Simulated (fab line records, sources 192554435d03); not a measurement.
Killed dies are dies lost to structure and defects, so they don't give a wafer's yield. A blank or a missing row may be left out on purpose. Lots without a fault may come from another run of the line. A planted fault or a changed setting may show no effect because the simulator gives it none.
Chamber matching | flow n5_finfet | N5_PMOS_HMC_CHANNEL_EPI_DESCUM_14 on rie_diel-01: 4 sister chambers
The step chemistry O2, time 7.9 s. 4 wafers are shown with their chamber, then 11 later ones without.

WAFERS WITH THEIR CHAMBER
wafer  | chamber | showerhead_plenum_p_Torr (Torr)
L079.6 | 0       | 1.96
L086.4 | 1       | 2.04
L086.5 | 2       | 2.13
L087.1 | 3       | 2.20

WAFERS WITHOUT THEIR CHAMBER
wafer  | showerhead_plenum_p_Torr (Torr)
L087.2 | 1.96
L087.3 | 2.13
L088.3 | 1.96
L088.4 | 2.03
L088.5 | 2.20
L091.2 | 1.96
L091.3 | 2.03
L091.4 | 2.13
L092.2 | 2.19
L092.5 | 2.03
L092.6 | 2.13

WHICH CHAMBER EACH WENT THROUGH
wafer  | from the rows above | in truth
L087.2 | 0                   | 0
L087.3 | 2                   | 2
L088.3 | 0                   | 0
L088.4 | 1                   | 1
L088.5 | 3                   | 3
L091.2 | 0                   | 0
L091.3 | 1                   | 1
L091.4 | 2                   | 2
L092.2 | 3                   | 3
L092.5 | 1                   | 1
L092.6 | 2                   | 2
Placed correctly: 11 of 11. Can't be placed from these rows: 0. Placed wrongly: 0.
How it was worked out, from the rows above alone: a wafer's distance from a chamber is the root of the sum, over the readings, of the square of ((its reading less the chamber's mean) divided by the reading's scatter). The wafer belongs to the nearest chamber; if the next one is less than 2 further off, it can't be placed. A chamber's mean is the mean of its shown wafers. The scatter: with one shown wafer a chamber, the root of the mean of the squares of how far each hidden wafer lies from its nearest shown one.
